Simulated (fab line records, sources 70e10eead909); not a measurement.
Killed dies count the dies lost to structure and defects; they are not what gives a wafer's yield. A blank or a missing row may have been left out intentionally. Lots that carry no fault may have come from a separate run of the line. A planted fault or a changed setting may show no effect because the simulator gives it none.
Which tool was responsible? ; flow nand harc ; 12 lots, 36 wafers sampled, at 5 steps of a route of 1159

WHAT THE GAUGES READ, wafer by wafer
NHARC_END_SORT_01. Usual: defect limited yield 95.4 %, standard deviation 1.4; killed at array 27, standard deviation 10; killed at other 0.6, standard deviation 1; killed at periphery 3.4, standard deviation 2.7; killed dies 31, standard deviation 9.7; killed open 3.4, standard deviation 1.7; killed short 2.2, standard deviation 1.5; sort_bin_2_pct 1.4 %, standard deviation 0.57; sort_bin_3_pct 0.25 %, standard deviation 0.23; sort_bin_4_pct 3.0 %, standard deviation 0.94; sort n pass 646, standard deviation 9.7; sort rim yield pct 95.3 %, standard deviation 3; sort yield pct 95.4 %, standard deviation 1.4.
lot;measured;on;defect limited yield (%);killed at array;killed at other;killed at periphery;killed dies;killed open;killed short;sort_bin_2_pct (%);sort_bin_3_pct (%);sort_bin_4_pct (%);sort n pass;sort rim yield pct (%);sort yield pct (%);flag
L584;day 22 23:04;prober-02;95.1 96.6 94.2;30 21 38;1 0 0;2 2 1;33 23 39;4 2 7;1 1 3;1.0 1.0 1.6;0.89 0.15 0.15;3.0 2.2 4.0;644 654 638;93.4 91.5 96.2;95.1 96.6 94.2;

WHICH TOOL RAN EACH LOT (tool, then ch and the chambers of the sampled wafers, then the start)
lot;NHARC_A_M1_ETCH_28;NHARC_A_M1_PRE_CLEAN_30;NHARC_A_M1_PVD_21;NHARC_A_BONDPAD_SOFTBAKE_04
L570;rie diel-01 ch 1,2,3, day 17 09:00 or earlier;pvd sputter-01, day 17 09:00 or earlier;pvd sputter-01, day 17 09:00 or earlier;litho track-02 ch 0, day 17 09:00
L572;rie diel-06 ch 0,1,2, day 18 07:00 or earlier;pvd sputter-01, day 18 07:00 or earlier;pvd sputter-01, day 18 07:00 or earlier;litho track-03 ch 0, day 18 07:00
L575;rie diel-01 ch 0,1,2, day 18 18:00 or earlier;pvd sputter-02, day 18 18:00 or earlier;pvd sputter-02, day 18 18:00 or earlier;litho track-03 ch 0, day 18 18:00
L576;rie diel-03 ch 0,1,3, day 18 23:00 or earlier;pvd sputter-01, day 18 23:00 or earlier;pvd sputter-01, day 18 23:00 or earlier;litho track-03 ch 0, day 18 23:00
L577;rie diel-03 ch 1,2,3, day 19 06:00 or earlier;pvd sputter-02, day 19 06:00 or earlier;pvd sputter-02, day 19 06:00 or earlier;litho track-03 ch 0, day 19 06:00
L579;rie diel-01 ch 0,1,2, day 20 07:00 or earlier;pvd sputter-01, day 20 07:00 or earlier;pvd sputter-01, day 20 07:00 or earlier;litho track-02 ch 0, day 20 07:00
L578;rie diel-03 ch 0,1,3, day 20 08:00 or earlier;pvd sputter-01, day 20 08:00 or earlier;pvd sputter-01, day 20 08:00 or earlier;litho track-05 ch 0, day 20 08:00
L584;rie diel-03 ch 1,2, day 21 15:00 or earlier;pvd sputter-02, day 21 15:00 or earlier;pvd sputter-02, day 21 15:00 or earlier;litho track-02 ch 0, day 21 15:00
L589;rie diel-06 ch 0,1, day 22 11:00 or earlier;pvd sputter-03, day 22 11:00 or earlier;pvd sputter-03, day 22 11:00 or earlier;litho track-05 ch 0, day 22 11:00
L590;rie diel-01 ch 0,2, day 22 21:00 or earlier;pvd sputter-02, day 22 21:00 or earlier;pvd sputter-02, day 22 21:00 or earlier;litho track-03 ch 0, day 22 21:00
L592;rie diel-03 ch 0,1,2, day 23 09:00 or earlier;pvd sputter-02, day 23 09:00 or earlier;pvd sputter-02, day 23 09:00 or earlier;litho track-05 ch 0, day 23 09:00
L593;rie diel-01 ch 1,2,3, day 23 11:00 or earlier;pvd sputter-01, day 23 11:00 or earlier;pvd sputter-01, day 23 11:00 or earlier;litho track-03 ch 0, day 23 11:00
- NHARC_A_M1_ETCH_28: etches the open film in CF4/N2, target depth 30 nm, time 72.99 s.
- NHARC_A_M1_PRE_CLEAN_30: time 30 s.
- NHARC_A_M1_PVD_21: deposits Cu, target thk 30 nm, time 20.49 s.
- NHARC_A_BONDPAD_SOFTBAKE_04: time 70 s.

AS READ BY THE TOOLS THEMSELVES (means over the sampled wafers that have a number; for cases with no such wafer, the mark the record gives instead)
NHARC_A_M1_ETCH_28. Usual: drypump motor current A 5.6 A, standard deviation 0.3; mfc ar sccm 149.9 sccm, standard deviation 0.44; oes product au 1.002 a.u., standard deviation 0.0082; rf vpp V 313.3 V, standard deviation 1.5; showerhead plenum p Torr 2.58 Torr, standard deviation 0.078; throttle valve pct 19.795 %, standard deviation 0.01.
lot;tool;drypump motor current A (A);mfc ar sccm (sccm);oes product au (a.u.);rf vpp V (V);showerhead plenum p Torr (Torr);throttle valve pct (%);flag
L570;rie diel-01;5.5;149.9;1.003;313.1;2.60;19.798;
L572;rie diel-06;5.8;150.1;0.998;311.4;2.46;19.797;
L575;rie diel-01;5.6;150.1;0.998;313.7;2.57;19.801;
L576;rie diel-03;5.7;149.9;1.011;314.9;2.65;19.807;
L577;rie diel-03;5.6;149.8;1.008;315.0;2.67;19.798;
L579;rie diel-01;5.6;149.6;0.998;313.3;2.57;19.798;
L578;rie diel-03;5.7;150.1;1.009;313.6;2.65;19.803;
L584;rie diel-03;5.3;150.2;1.004;315.4;2.69;19.792;
L589;rie diel-06;5.9;150.0;0.996;311.4;2.47;19.792;
L590;rie diel-01;5.6;149.8;1.002;313.3;2.56;19.803;
L592;rie diel-03;5.6;150.0;1.016;313.5;2.63;19.800;
L593;rie diel-01;5.5;149.7;0.996;313.7;2.59;19.792;

NHARC_A_M1_PRE_CLEAN_30. Usual: heater power w reads 398 W (standard deviation 28).
lot;tool;heater power w (W);flag
L570;pvd sputter-01;389;
L572;pvd sputter-01;400;
L575;pvd sputter-02;377;
L576;pvd sputter-01;410;
L577;pvd sputter-02;384;
L579;pvd sputter-01;409;
L578;pvd sputter-01;408;
L584;pvd sputter-02;368;
L589;pvd sputter-03;425;
L590;pvd sputter-02;364;
L592;pvd sputter-02;381;
L593;pvd sputter-01;414;

NHARC_A_M1_PVD_21. Usual: throttle valve pct reads 29.8 % (standard deviation 0.98).
lot;tool;throttle valve pct (%);flag
L570;pvd sputter-01;29.1;
L572;pvd sputter-01;28.8;
L575;pvd sputter-02;30.5;
L576;pvd sputter-01;29.4;
L577;pvd sputter-02;30.3;
L579;pvd sputter-01;29.2;
L578;pvd sputter-01;29.3;
L584;pvd sputter-02;30.3;
L589;pvd sputter-03;30.5;
L590;pvd sputter-02;30.3;
L592;pvd sputter-02;30.4;
L593;pvd sputter-01;29.4;

NHARC_A_BONDPAD_SOFTBAKE_04. Usual: heater power total W reads 200.7 W (standard deviation 1.4).
lot;tool;heater power total W (W);flag
L570;litho track-02;201.2;
L572;litho track-03;199.4;
L575;litho track-03;199.4;
L576;litho track-03;199.9;
L577;litho track-03;202.0;
L579;litho track-02;200.7;
L578;litho track-05;202.5;
L584;litho track-02;232.9;OFF
L589;litho track-05;201.6;
L590;litho track-03;200.4;
L592;litho track-05;201.4;
L593;litho track-03;199.2;

THE ANSWER, worked out from the rows above alone
Rule: lot off if the mean of its wafers having a number is beyond 3 standard deviations from the usual mean. A lot without any number at a reading at which 4 lots or more have one is off too. Where the step has rows for the other lots, those lots are counted as sound. The gauges are gone through in route order, then the tools' own readings, and for those a lot's mean is taken as printed above. At the first step where some lot is off, the reading lying furthest off is the one used; lots without a number count as furthest.
Off: L584 (NHARC_A_BONDPAD_SOFTBAKE_04, heater power total W).
A tool fits if, at that step or a process step before it, it ran every lot that is off, and no sound lot after the first of them. Because NHARC_A_M1_ETCH_28 lacks a start for some lots, the hours and order of its lots are taken from NHARC_A_BONDPAD_SOFTBAKE_04. Because NHARC_A_M1_PRE_CLEAN_30 lacks a start for some lots, the hours and order of its lots are taken from NHARC_A_BONDPAD_SOFTBAKE_04. Because NHARC_A_M1_PVD_21 lacks a start for some lots, the hours and order of its lots are taken from NHARC_A_BONDPAD_SOFTBAKE_04. One candidate fits, namely litho track-02 at NHARC_A_BONDPAD_SOFTBAKE_04. A fault onset in the window from L579 (day 20 07:00, its last sound lot) to L584 (day 21 15:00, its first lot off) fits.
On the lots that are off, the tool's own readings at NHARC_A_BONDPAD_SOFTBAKE_04 differ by more than 5 times the standard deviation of the sound lots' means, which bears it out; heater power total W reads 232.9 W there versus 200.7 W on the sound lots.

WHAT HAD BEEN PUT IN BY THE SIMULATOR
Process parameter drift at NHARC_A_BONDPAD_SOFTBAKE_04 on litho track-02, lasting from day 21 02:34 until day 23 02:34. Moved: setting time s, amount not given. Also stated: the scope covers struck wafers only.
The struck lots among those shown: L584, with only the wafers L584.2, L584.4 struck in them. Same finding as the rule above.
